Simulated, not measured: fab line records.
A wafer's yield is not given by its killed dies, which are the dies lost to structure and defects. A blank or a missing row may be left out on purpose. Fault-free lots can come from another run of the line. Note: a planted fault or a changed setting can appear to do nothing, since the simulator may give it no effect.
fab line records | flow n5_finfet
[record] lots = 7 wafers = 20 last_day = 15
route steps=1938 shown BEOL_M10@1488 BEOL_M15@1830 PASSIVATION@1936
lots with no fault: from the same line, run without faults
start_h: hours from the record's opening day to when the first of the lot's shown wafers began | wait_h: hours elapsed since this lot's preceding step | " repeats the value in the row above | L1.1+2: a row that stands for several wafers | - no value, or no start given | * or withheld: withheld | < > ~ a bound
route shown NAME@n: a module of which the file shows steps, and the number in the route of the first | usual: mean/standard deviation taken from wafers without a fault | same: alike in all rows | chamber/n: place in a boat | sites: per-site readings | _std_site: standard deviation across them | _edge_site: inner sites' mean taken away from outer sites' mean | radius_mm: for every site, how far away it sits from the centre of the wafer | mask NAME#n: copy n | behind: tool/chamber where the wafer was last shaped | hold: why the lot was held/for how many hours/how that ended | device: transistor that didn't switch, given as n, p or np | end of line: the route-end tests of the same wafers | for a step that has no rows: nothing shown but its recipe | killed: count of dies lost to structure and defects at first sort (not the wafer's yield) | map: the dies of a wafer, with x for killed, . for not killed, _ for no die there
set.NAME: the setting that was run; set.NAME@STEP: the one run at that earlier step | model.NAME: the simulator's own value behind a step, which no gauge read
steps of the route over a sample of lots; a table a step, a row a wafer
services: from which hour (start_h, from the record's first day; less than 0 if before it) a tool's chamber was out of use, for how many hours, and why
[[steps]]
[step N5_BEOL_M10_ETCH_62]
[recipe] chemistry = N2/H2 target = SOC target_depth_a = 1100 overetch_a = 220 mask_material = SiARC temp_c = 40 time_s = 165 ion_energy_ev = 200 pressure_mtorr = 30 source_w = 840 bias_w = 150 n2_flow_sccm = 200 h2_flow_sccm = 200
[usual] drypump_motor_current_A = 5.3/0.52 oes_product_au = 0.68/0.085 rf_vpp_V = 523.4/2.7 showerhead_plenum_p_Torr = 2.53/0.087 throttle_valve_pct = 17.77/0.24 time_s = 165/0
// columns lot.wafer tool chamber start_h wait_h drypump_motor_current_A oes_product_au rf_hours_counter_h rf_vpp_V showerhead_plenum_p_Torr throttle_valve_pct time_s
L835.3 rie_diel-01 1 205.76 0.0 4.7 0.61 207 526.9 2.62 17.95 165
L835.4 " 0 " " 4.9 0.77 - 521.9 2.47 17.47 165
L835.5 " 1 " " 4.7 0.61 - 526.3 2.62 17.92 165
L839.1 rie_diel-01 3 225.84 0.0 4.9 0.80 6 522.9 2.51 17.43 165
L839.2 " 1 " " 4.7 0.61 217 525.0 2.61 17.94 165
L839.6 " 0 " " 4.9 0.75 - 523.5 2.46 17.50 165
L841.1 rie_diel-04 1 235.08 0.0 5.3 0.76 24 529.9 2.70 17.66 165
L841.3 " 2 " " 5.3 0.59 218 520.2 2.44 17.79 165
L841.5 " 3 " " 4.8 0.59 - 525.5 2.60 18.09 165
L846.1 rie_diel-04 3 279.68 0.0 4.9 0.57 240 525.9 2.59 18.11 165
L846.6 " 3 " " 4.9 0.58 - 525.4 2.59 18.12 165
L848.1 rie_diel-01 1 289.63 0.0 4.8 0.59 240 525.5 2.60 18.00 165
L848.4 " 3 " " 4.8 0.75 30 523.5 2.50 17.46 165
L848.6 " 3 " " 4.8 0.75 - 523.0 2.50 17.47 165
L850.2 rie_diel-05 2 294.19 0.0 5.2 0.67 105 525.3 2.55 17.37 165
L850.5 " 2 " " 5.2 0.66 - 524.3 2.55 17.36 165
L850.6 " 3 " " 4.9 0.59 - 519.8 2.41 17.96 165
L849.1 rie_diel-01 0 302.63 0.0 4.9 0.72 57 522.7 2.45 17.54 165
L849.3 " 3 " " 4.9 0.74 34 522.1 2.50 17.48 165
L849.6 " 2 " " 6.3 0.76 - 522.8 2.49 17.69 165
[step N5_BEOL_M10_ETCH_65]
[recipe] chemistry = CF4 target = SiARC target_depth_a = 390 mask_material = CAR-ArF time_s = 65 ion_energy_ev = 80 pressure_mtorr = 40 source_w = 545 bias_w = 36 Ar_flow_sccm = 100 cf4_flow_sccm = 100 ends = cleared
[usual] drypump_motor_current_A = 5.4/0.58 etch_rf_on_time_s = 65.6/1.8 oes_product_au = 0.70/0.067 rf_vpp_V = 183.6/1.1 showerhead_plenum_p_Torr = 2.11/0.059 throttle_valve_pct = 15.44/0.24
// columns lot.wafer tool chamber start_h wait_h drypump_motor_current_A etch_rf_on_time_s oes_product_au rf_hours_counter_h rf_vpp_V showerhead_plenum_p_Torr throttle_valve_pct
L835.3 rie_diel-05 0 206.66 0.0 6.0 64.3 0.79 20 182.0 2.09 15.14
L835.4 " 1 " " 6.5 68.8 0.61 180 184.1 2.06 15.73
L835.5 " 1 " " 6.4 68.7 0.62 - 182.3 2.06 15.70
L839.1 rie_diel-05 0 226.75 0.0 6.0 64.8 0.76 26 185.2 2.09 15.14
L839.2 " 2 " " 5.2 64.8 0.69 82 185.8 2.16 15.26
L839.6 " 1 " " 6.4 70.1 0.62 - 183.2 2.06 15.73
L841.1 rie_diel-05 2 237.35 0.0 5.2 64.5 0.68 87 184.4 2.16 15.27
L841.3 " 3 " " 4.8 63.7 0.62 207 182.4 2.03 15.70
L841.5 " 0 " " 5.9 65.6 0.76 - 183.8 2.08 15.13
L846.1 rie_diel-04 3 280.99 0.0 4.8 68.2 0.57 241 182.5 2.21 16.07
L846.6 " 1 " " 5.3 66.7 0.73 - 185.3 2.25 15.26
L848.1 rie_diel-01 1 292.47 0.0 4.7 64.7 0.60 241 185.0 2.19 15.83
L848.4 " 3 " " 4.8 64.0 0.76 31 184.8 2.08 15.12
L848.6 " 3 " " 4.9 63.9 0.76 - 183.2 2.08 15.10
L850.2 rie_diel-05 1 295.96 0.0 6.4 70.9 0.59 201 181.7 2.05 15.76
L850.5 " 0 " " 5.9 66.0 0.72 - 183.6 2.08 15.20
L850.6 " 1 " " 6.4 70.5 0.60 - 182.7 2.05 15.76
L849.1 rie_diel-01 2 303.59 0.0 6.3 67.0 0.75 28 183.8 2.08 15.34
L849.3 " 1 " " 4.7 64.3 0.59 246 184.1 2.19 15.82
L849.6 " 1 " " 4.8 65.3 0.60 - 183.9 2.19 15.82
[step N5_BEOL_M10_TRENCH_ETCH_37]
[recipe] chemistry = C4F6/O2 target_depth_a = 1488.3 target = SiCOH_lowk time_s = 48 ion_energy_ev = 250 pressure_mtorr = 30 source_w = 345 bias_w = 185 Ar_flow_sccm = 300 C4F6_flow_sccm = 10 O2_flow_sccm = 10
[usual] drypump_motor_current_A = 5.4/0.59 oes_o_777_au = 0.82/0.067 oes_product_au = 0.83/0.08 rf_vpp_V = 668/20 run_length_s = 71.3/0.46 showerhead_plenum_p_Torr = 2.80/0.076 throttle_valve_pct = 20.77/0.28 time_s = 48/0
// columns lot.wafer tool chamber start_h wait_h drypump_motor_current_A oes_o_777_au oes_product_au rf_hours_counter_h rf_vpp_V run_length_s showerhead_plenum_p_Torr throttle_valve_pct time_s
L835.3 rie_diel-05 0 206.93 - 6.0 0.87 0.92 20 674 71.3 2.78 20.45 48
L835.4 " 1 " " 6.4 0.71 0.73 181 673 71.4 2.74 21.07 48
L835.5 " 1 " " 6.4 0.71 0.72 - 672 71.6 2.74 21.08 48
L839.1 rie_diel-05 0 227.03 - 5.9 0.86 0.91 26 673 71.7 2.78 20.47 48
L839.2 " 2 " " 5.2 0.83 0.82 83 671 71.9 2.88 20.60 48
L839.6 " 1 " " 6.4 0.71 0.73 - 671 71.2 2.74 21.08 48
L841.1 rie_diel-05 2 237.62 - 5.2 0.83 0.82 87 668 71.9 2.88 20.60 48
L841.3 " 3 " " 4.9 0.75 0.72 207 637 71.0 2.72 21.11 48
L841.5 " 0 " " 5.9 0.86 0.89 - 673 71.8 2.77 20.46 48
L846.1 rie_diel-04 3 281.26 - 4.9 0.64 0.67 241 706 71.0 2.94 21.41 48
L846.6 " 1 " " 5.3 0.85 0.87 - 689 71.6 2.98 20.59 48
L848.1 rie_diel-01 1 292.74 - 4.7 0.71 0.69 241 641 60.8 2.92 21.14 33.6
L848.4 " 3 " " 4.9 0.90 0.90 31 671 59.9 2.75 20.35 33.6
L848.6 " 3 " " 4.8 0.90 0.91 - 671 59.8 2.75 20.36 33.6
L850.2 rie_diel-05 1 296.23 - 6.4 0.70 0.70 201 673 59.6 2.73 21.10 33.6
L850.5 " 0 " " 5.9 0.82 0.85 - 675 60.2 2.76 20.49 33.6
L850.6 " 1 " " 6.4 0.70 0.71 - 671 60.3 2.73 21.11 33.6
L849.1 rie_diel-01 2 303.86 - 6.3 0.86 0.87 29 648 59.8 2.77 20.69 33.6
L849.3 " 1 " " 4.7 0.71 0.69 246 643 60.2 2.92 21.15 33.6
L849.6 " 1 " " 4.7 0.71 0.69 - 643 60.4 2.92 21.14 33.6
[step N5_BEOL_M10_OCD_MEAS_38]
[usual] trench_depth_nm = 148/3.1
// columns lot.wafer tool chamber start_h wait_h trench_depth_nm
L835.3 ocd-01 - 207.12 - 152
L835.4 " - " " 142
L835.5 " - " " 143
L839.1 ocd-01 - 227.21 - 152
L839.2 " - " " 152
L839.6 " - " " 144
L841.1 ocd-01 - 237.80 - 152
L841.3 " - " " 152
L841.5 " - " " 150
L846.1 ocd-02 - 281.44 - 145
L846.6 " - " " 148
L848.1 ocd-02 - 292.92 - 102
L848.4 " - " " 106
L848.6 " - " " 107
L850.2 ocd-02 - 296.42 - 98
L850.5 " - " " 103
L850.6 " - " " 98
L849.1 ocd-01 - 304.05 - 102
L849.3 " - " " 102
L849.6 " - " " 103
[step N5_BEOL_M10_CURE_72]
[recipe] temp_c = 370 time_s = 120 ambient = DMADMS/He material = SiCOH_lowk
[usual] lamp_power_pct = 52.32/0.052 wafer_temp_C_max = 371.5/0.66
// columns lot.wafer tool chamber start_h wait_h lamp_power_pct wafer_temp_C_max
L835.3 uv_cure-03 1 207.41 0.1 52.35 371.2
L835.4 " 1 " " 52.34 371.1
L835.5 " 1 " " 52.38 370.8
L839.1 uv_cure-02 0 227.40 0.0 52.35 371.7
L839.2 " 0 " " 52.24 371.6
L839.6 " 0 " " 52.24 371.5
L841.1 uv_cure-03 0 238.01 0.0 52.35 371.3
L841.3 " 0 " " 52.40 371.2
L841.5 " 0 " " 52.24 371.0
L846.1 uv_cure-03 0 281.64 0.0 52.24 371.5
L846.6 " 0 " " 52.35 371.7
L848.1 uv_cure-03 2 293.12 0.0 52.37 371.0
L848.4 " 2 " " 52.30 371.2
L848.6 " 2 " " 52.32 370.7
L850.2 uv_cure-03 0 296.66 0.1 52.37 371.0
L850.5 " 0 " " 52.41 370.8
L850.6 " 0 " " 52.30 370.9
L849.1 uv_cure-01 0 304.24 0.0 52.32 371.5
L849.3 " 0 " " 52.34 371.8
L849.6 " 0 " " 52.30 371.4
[step N5_BEOL_M10_THK_MEAS_53]
[recipe] thk_meas_gauge = xrf reads = Cu_of_BEOL_M10_ECD_50
[usual] M10_THK = 141/3.6
// columns lot.wafer tool chamber start_h wait_h M10_THK[nm]
L835.3 film_metro-01 - 209.94 - 144
L835.4 " - " " 135
L835.5 " - " " 136
L839.1 film_metro-01 - 231.15 - 143
L839.2 " - " " 148
L839.6 " - " " 135
L841.1 film_metro-01 - 239.97 - 145
L841.3 " - " " 144
L841.5 " - " " 142
L846.1 film_metro-01 - 283.41 - 137
L846.6 " - " " 140
L848.1 film_metro-01 - 297.17 - 94
L848.4 " - " " 98
L848.6 " - " " 99
L850.2 film_metro-01 - 299.62 - 90
L850.5 " - " " 94
L850.6 " - " " 89
L849.1 film_metro-01 - 306.81 - 95
L849.3 " - " " 93
L849.6 " - " " 92
[step N5_BEOL_M10_RS_MEAS_57]
[recipe] thk_meas_gauge = four-point-probe reads = Cu_of_BEOL_M10_ECD_50+Co_of_BEOL_M10_CVD_75+TaN_of_BEOL_M10_ALD_74
[usual] M10_RS = 0.151/0.0042
// columns lot.wafer tool chamber start_h wait_h M10_RS[ohm/sq]
L835.3 film_metro-01 - 210.08 0.1 0.149
L835.4 " - " " 0.159
L835.5 " - " " 0.160
L839.1 film_metro-01 - 231.29 0.1 0.149
L839.2 " - " " 0.143
L839.6 " - " " 0.159
L841.1 film_metro-01 - 240.11 0.1 0.147
L841.3 " - " " 0.149
L841.5 " - " " 0.152
L846.1 film_metro-01 - 283.55 0.1 0.155
L846.6 " - " " 0.153
L848.1 film_metro-01 - 297.30 0.1 0.239
L848.4 " - " " 0.226
L848.6 " - " " 0.224
L850.2 film_metro-01 - 299.76 0.1 0.250
L850.5 " - " " 0.241
L850.6 " - " " 0.255
L849.1 film_metro-01 - 306.94 0.1 0.233
L849.3 " - " " 0.238
L849.6 " - " " 0.240
[step N5_BEOL_M15_RC_MEAS_101]
[usual] COMB_M11 = 1.4e-11/2.8e-12 COMB_M12 = 6.1e-12/1.3e-12 COMB_M12_max_site = 8.9e-12/2e-12 COMB_M13 = 4.9e-12/1.2e-12 COMB_M14 = 3.8e-12/8.8e-13 COMB_M14_max_site = 5.5e-12/1.3e-12 COMB_M15 = 2.6e-12/7.2e-13 COMB_M5 = 3.7e-11/8e-12 COMB_M6 = 2.6e-11/5.5e-12 COMB_M7 = 2.5e-11/5.9e-12 COMB_M7_max_site = 3.6e-11/1e-11 COMB_M8 = 2.6e-11/4.9e-12 COMB_M9 = 1.5e-11/3.3e-12 SERP_M10 = 3.07/0.11 SERP_M10_max_site = 3.16/0.12 SERP_M11 = 3.08/0.092 SERP_M12 = 0.632/0.019 SERP_M13 = 0.307/0.0095 SERP_M14 = 0.162/0.004 SERP_M5 = 38.4/1.9 SERP_M6 = 13.8/0.65 SERP_M7 = 13.7/0.68 SERP_M8 = 13.6/0.69 SERP_M9 = 3.07/0.12 SERP_M9_max_site = 3.16/0.14
// columns lot.wafer tool chamber start_h wait_h COMB_M11[S/m] COMB_M12[S/m] COMB_M12_max_site[S/m] COMB_M13[S/m] COMB_M14[S/m] COMB_M14_max_site[S/m] COMB_M15[S/m] COMB_M5[S/m] COMB_M6[S/m] COMB_M7[S/m] COMB_M7_max_site[S/m] COMB_M8[S/m] COMB_M9[S/m] SERP_M10[ohm/um] SERP_M10_max_site[ohm/um] SERP_M11[ohm/um] SERP_M12[ohm/um] SERP_M13[ohm/um] SERP_M14[ohm/um] SERP_M5[ohm/um] SERP_M6[ohm/um] SERP_M7[ohm/um] SERP_M8[ohm/um] SERP_M9[ohm/um] SERP_M9_max_site[ohm/um]
L835.3 prober-01 0 242.04 0.3 1.01e-11 5.5e-12 7.8e-12 5.4e-12 3.2e-12 4.3e-12 2.3e-12 2.9e-11 2.9e-11 1.5e-11 2e-11 2.4e-11 2.1e-11 2.90 2.98 3.21 0.684 0.318 0.159 36.7 14.1 12.8 13.2 3.12 3.24
L835.4 " 0 " " 1.18e-11 5.1e-12 7e-12 4.9e-12 2.1e-12 4.3e-12 2.4e-12 2.8e-11 2.2e-11 1.9e-11 2.6e-11 2.8e-11 1.1e-11 3.19 3.32 2.96 0.622 0.295 0.163 42.1 14.9 13.8 13.4 3.17 3.22
L835.5 " 0 " " 1.25e-11 6.2e-12 8.4e-12 3.9e-12 3.3e-12 4.4e-12 1.8e-12 3.1e-11 2.5e-11 1.4e-11 1.7e-11 2.3e-11 1.5e-11 3.15 3.26 2.99 0.656 0.294 0.161 37.8 14.3 13.8 12.7 2.97 3.00
L839.1 prober-02 0 267.97 0.0 1.23e-11 6.2e-12 7.9e-12 4.7e-12 3.9e-12 4.9e-12 3.2e-12 3.3e-11 2.8e-11 2.1e-11 2.6e-11 2.9e-11 1e-11 3.02 3.13 3.14 0.634 0.309 0.160 38.9 14.5 14.3 13.9 3.18 3.32
L839.2 " 0 " " 1.74e-11 6.1e-12 7.8e-12 9.7e-12 4.4e-12 6.6e-12 3e-12 5.4e-11 3.1e-11 3.1e-11 4.8e-11 2.3e-11 1.2e-11 2.88 2.94 3.03 0.607 0.312 0.162 41.5 13.3 13.1 13.3 3.08 3.11
L839.6 " 0 " " 1.12e-11 5.7e-12 9.7e-12 5.7e-12 4e-12 5.4e-12 3.2e-12 4.1e-11 2.9e-11 2.3e-11 3e-11 3e-11 1.4e-11 3.27 3.34 3.08 0.629 0.310 0.160 40.5 14.8 13.0 13.0 3.49 3.52
L841.1 prober-01 0 277.85 0.0 3.04e-11 5.8e-12 7.1e-12 2.7e-12 2.8e-12 5.2e-12 2.3e-12 3.4e-11 2.4e-11 2.5e-11 3.6e-11 2.7e-11 1.2e-11 3.00 3.14 3.00 0.642 0.294 0.164 37.6 13.4 13.3 12.3 2.95 3.02
L841.3 " 0 " " 1.16e-11 4.9e-12 8.3e-12 2.8e-12 2.9e-12 5.2e-12 2.2e-12 2.9e-11 2.4e-11 3.8e-11 5.1e-11 4.2e-11 1.1e-11 2.96 3.08 3.15 0.677 0.307 0.161 40.0 13.5 13.9 12.4 3.24 3.30
L841.5 " 0 " " 1.32e-11 5.1e-12 6.4e-12 2.7e-12 4.3e-12 5.3e-12 2.2e-12 4.6e-11 2.5e-11 2.4e-11 2.8e-11 4.3e-11 1.5e-11 3.07 3.13 3.36 0.672 0.298 0.163 36.4 14.0 13.3 13.4 3.09 3.13
L846.1 prober-01 0 317.33 0.0 1.46e-11 5.7e-12 9.3e-12 4e-12 3.4e-12 4.1e-12 1.2e-12 4.7e-11 2.3e-11 3.3e-11 6.1e-11 3.8e-11 1.5e-11 3.17 3.25 3.12 0.648 0.297 0.157 36.2 13.6 13.7 14.0 3.09 3.16
L846.6 " 0 " " 1.23e-11 5e-12 9.6e-12 5.7e-12 4.8e-12 6.1e-12 1.9e-12 4.1e-11 1.8e-11 1.8e-11 3.6e-11 3e-11 1.2e-11 3.15 3.22 2.93 0.653 0.305 0.166 39.4 14.1 13.1 13.8 3.08 3.11
L850.2 prober-02 0 328.13 0.2 1.32e-11 5.8e-12 7.4e-12 5.3e-12 4e-12 5.4e-12 3e-12 3.7e-11 2.4e-11 3.1e-11 4.4e-11 2.1e-11 1.2e-11 5.19 5.48 3.00 0.640 0.309 0.170 37.8 13.9 14.7 13.5 3.15 3.37
L850.5 " 0 " " 1.68e-11 7.6e-12 9.3e-12 6e-12 5e-12 6.5e-12 3.7e-12 3.3e-11 2.5e-11 2.9e-11 4.6e-11 2.8e-11 1.4e-11 4.87 5.28 3.13 0.664 0.299 0.160 37.6 13.8 13.8 13.6 3.03 3.10
L850.6 " 0 " " 1.32e-11 8.5e-12 1.2e-11 4.6e-12 4.7e-12 6.5e-12 3.7e-12 3.2e-11 2.9e-11 3.9e-11 5.6e-11 2.7e-11 1.7e-11 5.30 5.53 3.15 0.646 0.292 0.169 39.9 13.4 15.5 13.8 3.12 3.15
L848.1 prober-01 0 328.57 0.0 1.26e-11 6.9e-12 1e-11 6.4e-12 3.7e-12 5.1e-12 2e-12 2.4e-11 2.7e-11 1.7e-11 2.6e-11 2.5e-11 1.6e-11 4.81 4.91 3.05 0.635 0.306 0.163 36.2 13.3 13.7 14.5 3.00 3.06
L848.4 " 0 " " 1.19e-11 6.9e-12 1.39e-11 4.5e-12 3.1e-12 4.5e-12 1.9e-12 4.3e-11 1.9e-11 2.3e-11 2.8e-11 2.8e-11 1.6e-11 4.43 4.56 3.09 0.609 0.311 0.165 37.0 14.0 14.7 14.4 2.84 2.93
L848.6 " 0 " " 8.2e-12 6.8e-12 9.4e-12 4.2e-12 2.5e-12 4.3e-12 1.5e-12 3.2e-11 2.4e-11 2.6e-11 3.9e-11 2.6e-11 1.5e-11 4.45 4.54 3.03 0.633 0.310 0.163 34.9 13.8 14.0 13.8 2.85 2.94
L849.1 prober-01 0 340.56 0.0 1.68e-11 5.4e-12 7.7e-12 5.4e-12 4.5e-12 6.5e-12 2.3e-12 3.2e-11 1.7e-11 2e-11 2.4e-11 2.8e-11 1.4e-11 4.76 4.93 3.13 0.633 0.300 0.162 37.1 14.8 13.4 13.7 3.28 3.32
L849.3 " 0 " " 1.42e-11 6.5e-12 8.6e-12 4.6e-12 5.2e-12 1.07e-11 2.3e-12 4.5e-11 2.5e-11 1.9e-11 3.7e-11 2.4e-11 1.2e-11 4.79 4.91 3.15 0.635 0.298 0.168 40.3 14.2 14.3 14.2 3.36 3.46
L849.6 " 0 " " 1.48e-11 5.2e-12 6.8e-12 5.7e-12 3e-12 6e-12 1.9e-12 3.1e-11 2.7e-11 2.5e-11 2.7e-11 2.6e-11 1.3e-11 5.01 5.26 3.13 0.621 0.314 0.157 34.8 13.5 13.8 14.4 3.26 3.42
// sites SERP_M10 radius_mm=0,75,75,75,75,140,140,140,140
L835.3 2.83 2.86 2.89 2.88 2.90 2.94 2.96 2.97 2.98
L839.1 3.00 3.02 3.09 2.99 3.00 2.99 3.13 3.08 3.03
L841.1 2.97 3.00 2.98 2.96 2.97 3.13 3.08 3.14 3.09
L846.1 3.22 3.25 3.22 3.20 3.17 3.06 3.04 3.11 3.04
L850.2 5.02 5.10 5.15 5.09 5.22 5.35 5.32 5.19 5.48
L848.1 4.71 4.81 4.81 4.91 4.78 4.69 4.86 4.91 4.68
L849.1 4.93 4.76 4.87 4.85 4.86 4.71 4.70 4.71 4.67
[step N5_PASSIVATION_PROBE_49]
[usual] defect_limited_yield = 91.1/1.5 killed_at_M0_to_M3 = 35/11 killed_at_M4_up = 13/5.7 killed_at_contacts = 12/5.7 killed_at_front_end = 40/11 killed_at_other = 4/4.4 killed_dies = 105/18 killed_on_rim = 14/3.9 killed_open = 68/14 killed_short = 34/7.4 sort_bin_5_function = 5.2/1 sort_bin_6_memory = 3.3/0.67 sort_bin_8_speed = 0.04/0.29 sort_n_pass = 1074/18
[same] gross_dies = 1180 killed_at_back_side = 0 sort_bin_4_leakage[%] = 0
// columns lot.wafer tool chamber start_h wait_h defect_limited_yield[%] killed_at_M0_to_M3 killed_at_M4_up killed_at_contacts killed_at_front_end killed_at_other killed_dies killed_on_rim killed_open killed_short sort_bin_5_function[%] sort_bin_6_memory[%] sort_bin_8_speed[%] sort_n_pass
L841.1 prober-01 - 291.32 0.0 91.9 39 10 14 20 12 95 14 57 37 4.9 2.7 0.08 1084
L841.3 prober-01 - 291.42 0.1 89.5 31 26 16 45 6 124 10 84 39 6.2 4.0 0 1056
L841.5 prober-01 - 291.52 0.2 89.8 37 21 18 37 7 120 10 85 29 5.9 3.9 0 1060
L850.2 prober-02 - 345.61 0.1 91.9 30 19 8 30 9 96 12 42 37 4.4 2.3 1.19 1084
L850.5 prober-02 - 345.76 0.2 91.4 27 21 12 41 1 102 8 56 37 4.6 3.0 0.76 1078
L850.6 prober-02 - 345.81 0.3 90.9 27 29 10 28 13 107 15 52 29 4.5 2.8 1.53 1073
L848.1 prober-02 - 345.86 0.3 89.6 18 22 28 52 3 123 15 86 31 5.7 3.7 0.42 1057
L848.4 prober-02 - 346.01 0.5 93.0 20 14 9 36 4 83 13 56 22 3.4 3.1 0 1097
L848.6 prober-02 - 346.11 0.6 89.2 45 29 19 33 1 127 17 80 43 6.3 4.1 0.17 1053
L849.1 prober-02 - 356.17 0.0 90.2 34 21 10 50 1 116 15 76 34 6.4 2.8 0.34 1064
L849.3 prober-02 - 356.27 0.1 89.6 51 20 6 43 3 123 11 75 42 5.6 4.2 0.25 1057
L849.6 prober-02 - 356.42 0.3 90.3 41 19 15 34 6 115 18 66 37 4.9 3.2 1.02 1065
// killed by level:class
L841.1 BEOL_M0_SAQP:geometric_particle:short=12 MOL_CONTACT_COAG:geometric_particle:open=11 BEOL_M0_SAQP:geometric_particle:open=9 BEOL_M1:geometric_particle:open=8 STI_FIN_REVEAL:geometric_particle:open=5 PASS1_CAP:geometric_particle:short=3 DUMMY_GATE:geometric_particle:open=3 MOL_CONTACT_COAG:geometric_particle:short=3
L841.3 DUMMY_GATE:geometric_particle:open=10 MOL_CONTACT_COAG:geometric_particle:open=10 BEOL_M4:geometric_particle:open=10 FIN_SAQP:geometric_particle:open=7 BEOL_M3:geometric_particle:open=7 BEOL_M8:geometric_particle:open=7 FIN_SAQP:geometric_particle:short=6 STARTING-WAFER:geometric_particle:open=6
L841.5 MOL_CONTACT_COAG:geometric_particle:open=16 BEOL_M3:geometric_particle:open=10 BEOL_M1:geometric_particle:open=9 BEOL_M4:geometric_particle:open=9 FIN_SAQP:geometric_particle:open=4 DUMMY_GATE:geometric_particle:open=4 BEOL_M0_SAQP:geometric_particle:short=4 STARTING-WAFER:geometric_particle:open=4
L850.2 BEOL_M10:area_ecd=14 BEOL_M0_SAQP:geometric_particle:short=10 STI_FIN_REVEAL:geometric_particle:open=8 MOL_CONTACT_COAG:geometric_particle:open=6 BEOL_M3:geometric_particle:open=6 GATE_CUT:geometric_particle:short=5 BEOL_M3:geometric_particle:short=4 MIM_TOP_ETCH:geometric_particle:open=4
L850.5 FIN_SAQP:geometric_particle:short=12 MOL_CONTACT_COAG:geometric_particle:open=10 BEOL_M10:area_ecd=9 BEOL_M0_SAQP:geometric_particle:open=8 GATE_CUT:geometric_particle:open=7 STI_FIN_REVEAL:geometric_particle:open=5 GATE_CUT:geometric_particle:short=5 BEOL_M0_SAQP:geometric_particle:short=5
L850.6 BEOL_M10:area_ecd=18 MIM_TOP_ETCH:area_etch=8 MOL_CONTACT_COAG:geometric_particle:open=6 BEOL_M2:geometric_particle:open=6 BEOL_M0_SAQP:geometric_particle:open=5 BEOL_M4:geometric_particle:open=5 ILD0:geometric_particle:short=4 MOL_CONTACT_COAG:geometric_particle:short=4
L848.1 STI_FIN_REVEAL:geometric_particle:open=23 MOL_CONTACT_COAG:geometric_particle:open=21 BEOL_M4:geometric_particle:open=9 MOL_CONTACT_COAG:geometric_particle:short=7 GATE_CUT:geometric_particle:open=6 STI_FIN_REVEAL:geometric_particle:short=5 BEOL_M10:area_ecd=5 BEOL_M0_SAQP:geometric_particle:open=4
L848.4 BEOL_M4:geometric_particle:open=8 MOL_CONTACT_COAG:geometric_particle:open=7 STI_FIN_REVEAL:geometric_particle:open=6 BEOL_M0_SAQP:geometric_particle:short=5 FIN_SAQP:geometric_particle:short=4 GATE_CUT:geometric_particle:short=4 BEOL_M0_SAQP:geometric_particle:open=4 BEOL_M1:geometric_particle:open=4
L848.6 BEOL_M0_SAQP:geometric_particle:short=15 MOL_CONTACT_COAG:geometric_particle:open=14 STI_FIN_REVEAL:geometric_particle:open=12 BEOL_M4:geometric_particle:open=11 BEOL_M0_SAQP:geometric_particle:open=9 BEOL_M2:geometric_particle:open=6 MOL_CONTACT_COAG:geometric_particle:short=5 BEOL_M1:geometric_particle:open=5
L849.1 FIN_SAQP:geometric_particle:open=13 MOL_CONTACT_COAG:geometric_particle:open=9 FIN_SAQP:geometric_particle:short=8 STI_FIN_REVEAL:geometric_particle:open=8 BEOL_M3:geometric_particle:open=7 BEOL_M4:geometric_particle:open=7 ILD0:geometric_particle:short=6 BEOL_M0_SAQP:geometric_particle:short=6
L849.3 BEOL_M0_SAQP:geometric_particle:short=13 BEOL_M0_SAQP:geometric_particle:open=12 FIN_SAQP:geometric_particle:open=10 BEOL_M1:geometric_particle:open=10 BEOL_M4:geometric_particle:open=10 GATE_CUT:geometric_particle:short=9 BEOL_M2:geometric_particle:open=7 DUMMY_GATE:geometric_particle:open=6
L849.6 FIN_SAQP:geometric_particle:open=19 BEOL_M10:area_ecd=12 MOL_CONTACT_COAG:geometric_particle:open=11 BEOL_M3:geometric_particle:open=10 BEOL_M0_SAQP:geometric_particle:short=7 BEOL_M2:geometric_particle:open=7 BEOL_M0_SAQP:geometric_particle:open=6 FIN_SAQP:geometric_particle:short=5
[[services]]
// columns tool chamber start_h hours kind
uv_cure-03 - 190.66 8.8 repair
rie_diel-01 3 197.18 - clean
rie_diel-01 3 197.18 - consumable_replace:focus_ring
rie_diel-01 3 197.18 15.6 scheduled_down
rie_diel-01 3 197.18 15.6 vent_cycle
uv_cure-02 - 209.39 2.8 pm
uv_cure-01 - 211.51 7.5 pm
rie_diel-01 2 212.78 - clean
rie_diel-01 2 212.78 - consumable_replace:focus_ring
rie_diel-01 2 212.78 15.4 scheduled_down
rie_diel-01 2 212.78 15.4 vent_cycle
uv_cure-02 - 236.62 2.6 repair
uv_cure-03 - 240.20 2.1 pm
rie_diel-04 - 240.99 2.6 repair
uv_cure-01 - 245.37 5.4 repair
rie_diel-05 1 254.24 8.0 repair
rie_diel-01 0 269.87 1.4 repair
uv_cure-03 - 270.87 6.0 pm
rie_diel-05 - 282.41 10.9 repair
uv_cure-01 - 294.39 2.1 pm
rie_diel-04 3 299.41 - clean
rie_diel-04 3 299.41 - consumable_replace:focus_ring
rie_diel-04 3 299.41 19.9 scheduled_down
rie_diel-05 2 299.44 23.6 repair
[[key]]
[first_sign] step = N5_BEOL_M10_TRENCH_ETCH_37 reading = time_s direction = down sigmas = 99+ usual = * struck = *
[effect] step = N5_BEOL_M10_TRENCH_ETCH_37 reading = run_length_s direction = down sigmas = 24 usual = * struck = *
[effect] step = N5_BEOL_M10_OCD_MEAS_38 reading = trench_depth_nm direction = down sigmas = 15 usual = 148 struck = 102
[effect] step = N5_BEOL_M10_THK_MEAS_53 reading = M10_THK direction = down sigmas = 13 usual = 141 struck = 94
[effect] step = N5_BEOL_M10_RS_MEAS_57 reading = M10_RS direction = up sigmas = 21 usual = 0.151 struck = 0.238
[effect] step = N5_BEOL_M15_RC_MEAS_101 reading = SERP_M10 direction = up sigmas = 16 usual = 3.07 struck = 4.85
[effect] step = N5_PASSIVATION_PROBE_49 reading = sort_bin_8_speed direction = up sigmas = 2.1 usual = 0.04 struck = 0.63 wafers_moved = 4
met_at N5_BEOL_M10_TRENCH_ETCH_37
struck_lots L848,L849,L850
not_acting_at N5_BEOL_M10_ETCH_62,N5_BEOL_M10_ETCH_65,N5_BEOL_M10_CURE_72
onset_between 237.62 292.74
[fault] kind = recipe_version_skew tool = rie_diel-01,rie_diel-04,rie_diel-05 chamber = - onset_h = 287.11 steps = N5_BEOL_M10_TRENCH_ETCH_37 wrong_recipe.time_s = *
